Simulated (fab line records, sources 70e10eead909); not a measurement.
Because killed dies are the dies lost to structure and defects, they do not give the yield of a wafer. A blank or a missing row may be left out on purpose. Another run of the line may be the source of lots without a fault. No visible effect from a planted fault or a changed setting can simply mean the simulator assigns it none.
Which tool is to blame? ; flow nand_harc ; 11 lots, 33 wafers sampled, at 5 steps of a route of 1159

## WHAT THE GAUGES READ, wafer by wafer
NHARC_END_SORT_01. Usual: killed_at_array 26, standard deviation 9.9; killed_at_other 0.8, standard deviation 1; killed_at_periphery 2.8, standard deviation 2.2; killed_dies 29, standard deviation 9.9; killed_open 3.2, standard deviation 1.8; killed_short 2.1, standard deviation 1.4.
lot;measured;on;killed_at_array;killed_at_other;killed_at_periphery;killed_dies;killed_open;killed_short;flag
L543;day 21 00:56;prober-02;39;0;3;42;6;1;

## EACH LOT AND THE TOOL THAT RAN IT (in order: tool; ch and the chambers of the sampled wafers; start)
lot;NHARC_A_CHANNEL_HOLE_D1_SOFTBAKE_05;NHARC_A_CHANNEL_HOLE_D1_ETCH_39;NHARC_A_CHANNEL_HOLE_D1_ETCH_16;NHARC_A_CHANNEL_HOLE_D1_STRIP_27
L536;litho_track-04 ch 0, day 8 05:00;rie_diel-01 ch 1,2,3, no start;rie_diel-01 ch 1,2,3, no start;rie_diel-04 ch 0,2,3, no start
L537;litho_track-06 ch 0, day 8 20:00;rie_diel-01 ch 2,3, no start;rie_diel-01 ch 0,1,3, no start;rie_diel-04 ch 0,1,3, no start
L538;litho_track-06 ch 0, day 8 21:00;rie_diel-03 ch 0,3, no start;rie_diel-03 ch 0,1,2, no start;rie_diel-03 ch 0,1,3, no start
L540;litho_track-06 ch 0, day 9 12:00;rie_diel-01 ch 0,2,3, no start;rie_diel-01 ch 1,2,3, no start;rie_diel-01 ch 1,3, no start
L543;litho_track-06 ch 0, day 9 20:00;rie_diel-04 ch 0,3, day 21 00:56 or earlier;rie_diel-04 ch 1,3, day 21 00:56 or earlier;rie_diel-01 ch 0,2,3, day 21 00:56 or earlier
L552;litho_track-04 ch 0, day 12 01:00;rie_diel-01 ch 0,1, no start;rie_diel-01 ch 0,1,3, no start;rie_diel-01 ch 0,1,3, no start
L554;litho_track-01 ch 0, day 12 13:00;rie_diel-04 ch 0,1,2, no start;rie_diel-04 ch 0,3, no start;rie_diel-01 ch 1,2, no start
L555;litho_track-04 ch 0, day 12 23:00;rie_diel-04 ch 1,2,3, no start;rie_diel-04 ch 1,2,3, no start;rie_diel-03 ch 0,1,2, no start
L556;litho_track-04 ch 0, day 13 04:00;rie_diel-03 ch 1,2, no start;rie_diel-03 ch 0,1,3, no start;rie_diel-04 ch 1,2,3, no start
L559;litho_track-06 ch 0, day 13 13:00;rie_diel-04 ch 0,1, no start;rie_diel-04 ch 0,1, no start;rie_diel-04 ch 0,1,2, no start
L558;litho_track-04 ch 0, day 13 13:00;rie_diel-03 ch 0,1,2, no start;rie_diel-03 ch 0,1,3, no start;rie_diel-03 ch 0,1,3, no start
- NHARC_A_CHANNEL_HOLE_D1_SOFTBAKE_05: time 55 s.
- NHARC_A_CHANNEL_HOLE_D1_ETCH_39: etches the open film in N2/H2, target depth 260 nm, time 325 s.
- NHARC_A_CHANNEL_HOLE_D1_ETCH_16: etches the open film in O2/COS, target depth 3100 nm, time 806 s.
- NHARC_A_CHANNEL_HOLE_D1_STRIP_27: strips in O2.

## AS READ BY THE TOOLS THEMSELVES (means over the sampled wafers that have a number; for cases with no such wafer, the mark the record gives instead)
NHARC_A_CHANNEL_HOLE_D1_SOFTBAKE_05. Usual: heater_power_total_W reads 188.45 W (standard deviation 0.14).
lot;tool;heater_power_total_W (W);flag
L536;litho_track-04;188.40;
L537;litho_track-06;188.71;
L538;litho_track-06;188.32;
L540;litho_track-06;220.08;OFF
L543;litho_track-06;204.30;OFF
L552;litho_track-04;188.43;
L554;litho_track-01;188.34;
L555;litho_track-04;188.45;
L556;litho_track-04;188.31;
L559;litho_track-06;188.50;
L558;litho_track-04;188.40;

NHARC_A_CHANNEL_HOLE_D1_ETCH_39. Usual: for chamber_pressure_mTorr, 29.996 mTorr with a standard deviation of 0.027; for drypump_motor_current_A, 5.9 A with a standard deviation of 0.49; for oes_product_au, 0.997 a.u. with a standard deviation of 0.01; for rf_fwd_power_W, 399.3 W with a standard deviation of 1.2; for rf_vpp_V, 428.9 V with a standard deviation of 2.4; for showerhead_plenum_p_Torr, 1.98 Torr with a standard deviation of 0.083; for throttle_valve_pct, 14.172 % with a standard deviation of 0.0091.
lot;tool;chamber_pressure_mTorr (mTorr);drypump_motor_current_A (A);oes_product_au (a.u.);rf_fwd_power_W (W);rf_vpp_V (V);showerhead_plenum_p_Torr (Torr);throttle_valve_pct (%);flag
L536;rie_diel-01;29.979;5.8;1.014;398.7;431.1;2.04;14.171;
L537;rie_diel-01;29.971;6.2;1.004;398.7;429.5;2.00;14.176;
L538;rie_diel-03;30.010;5.9;0.994;400.1;428.5;1.98;14.167;
L540;rie_diel-01;29.997;6.1;1.007;399.1;430.6;2.07;14.174;
L543;rie_diel-04;30.013;5.9;0.992;399.5;429.1;1.99;14.176;
L552;rie_diel-01;30.022;6.0;0.999;398.4;431.6;2.08;14.174;
L554;rie_diel-04;30.013;5.6;0.983;400.2;430.3;2.01;14.176;
L555;rie_diel-04;30.000;6.0;0.997;399.3;428.0;1.95;14.173;
L556;rie_diel-03;29.974;5.6;0.989;399.3;427.1;1.91;14.172;
L559;rie_diel-04;29.995;5.2;0.987;399.0;430.7;2.07;14.169;
L558;rie_diel-03;30.022;5.8;1.002;398.4;427.1;1.92;14.180;

NHARC_A_CHANNEL_HOLE_D1_ETCH_16. Usual: for chamber_pressure_mTorr, 20.000 mTorr with a standard deviation of 0.016; for drypump_motor_current_A, 5.8 A with a standard deviation of 0.49; for oes_product_au, 0.998 a.u. with a standard deviation of 0.0084; for rf_fwd_power_W, 499.5 W with a standard deviation of 1.5; for rf_vpp_V, 313.2 V with a standard deviation of 1.9; for showerhead_plenum_p_Torr, 3.05 Torr with a standard deviation of 0.12; for throttle_valve_pct, 28.329 % with a standard deviation of 0.0084.
lot;tool;chamber_pressure_mTorr (mTorr);drypump_motor_current_A (A);oes_product_au (a.u.);rf_fwd_power_W (W);rf_vpp_V (V);showerhead_plenum_p_Torr (Torr);throttle_valve_pct (%);flag
L536;rie_diel-01;19.992;5.8;1.004;499.4;314.7;3.12;28.322;
L537;rie_diel-01;20.032;6.2;0.996;498.0;313.5;3.09;28.329;
L538;rie_diel-03;19.991;5.8;1.003;500.5;312.9;2.96;28.323;
L540;rie_diel-01;19.999;5.8;1.005;500.2;313.5;3.12;28.327;
L543;rie_diel-04;20.015;6.1;0.987;498.8;311.3;2.98;28.326;
L552;rie_diel-01;20.003;6.2;1.004;499.0;313.1;3.08;28.325;
L554;rie_diel-04;19.991;5.5;0.994;500.1;314.8;3.14;28.330;
L555;rie_diel-04;20.015;6.0;0.984;499.0;312.3;2.99;28.328;
L556;rie_diel-03;19.995;5.7;0.995;498.0;312.2;3.01;28.336;
L559;rie_diel-04;19.985;5.3;0.999;498.6;314.3;3.10;28.328;
L558;rie_diel-03;20.009;5.7;1.001;499.9;312.8;3.01;28.334;

NHARC_A_CHANNEL_HOLE_D1_STRIP_27. Usual: chamber_pressure_mTorr 60.00 mTorr, standard deviation 0.054; drypump_motor_current_A 5.8 A, standard deviation 0.51; oes_product_au 0.999 a.u., standard deviation 0.0092; rf_vpp_V 57.7 V, standard deviation 0.85; showerhead_plenum_p_Torr 3.46 Torr, standard deviation 0.14; throttle_valve_pct 17.037 %, standard deviation 0.0083.
lot;tool;chamber_pressure_mTorr (mTorr);drypump_motor_current_A (A);oes_product_au (a.u.);rf_vpp_V (V);showerhead_plenum_p_Torr (Torr);throttle_valve_pct (%);flag
L536;rie_diel-04;60.00;5.9;0.995;57.8;3.45;17.038;
L537;rie_diel-04;59.98;5.6;0.991;57.4;3.47;17.038;
L538;rie_diel-03;60.01;5.7;0.992;58.2;3.40;17.040;
L540;rie_diel-01;59.98;5.9;1.004;57.7;3.44;17.038;
L543;rie_diel-01;60.05;6.1;1.010;57.8;3.57;17.031;
L552;rie_diel-01;60.02;6.2;0.995;57.7;3.48;17.036;
L554;rie_diel-01;60.05;5.4;0.999;58.0;3.58;17.039;
L555;rie_diel-03;60.01;5.8;1.004;56.4;3.35;17.028;
L556;rie_diel-04;59.98;6.1;0.996;58.7;3.38;17.035;
L559;rie_diel-04;59.96;5.6;1.002;58.2;3.48;17.036;
L558;rie_diel-03;59.96;5.7;1.007;57.6;3.40;17.035;

## THE ANSWER, worked out from the rows above alone
Rule: a lot is off if the mean of its wafers that have a number lies more than 3 standard deviations from the usual mean. A lot without any number at a reading at which 4 lots or more have one is off too. Where the step has rows for the other lots, those lots are counted as sound. The gauges are gone through in route order, then the tools' own readings, and for those a lot's mean is taken as printed above. At the first step where some lot is off, the reading lying furthest off is the one used; lots without a number count as furthest.
Off, at NHARC_A_CHANNEL_HOLE_D1_SOFTBAKE_05 on heater_power_total_W: L540, L543.
If a tool, at that step or one of the process steps before it, ran each lot that is off and ran no sound lot following the first of them, it fits. Of those tried, none fits.

## WHAT WAS PUT IN BY THE SIMULATOR
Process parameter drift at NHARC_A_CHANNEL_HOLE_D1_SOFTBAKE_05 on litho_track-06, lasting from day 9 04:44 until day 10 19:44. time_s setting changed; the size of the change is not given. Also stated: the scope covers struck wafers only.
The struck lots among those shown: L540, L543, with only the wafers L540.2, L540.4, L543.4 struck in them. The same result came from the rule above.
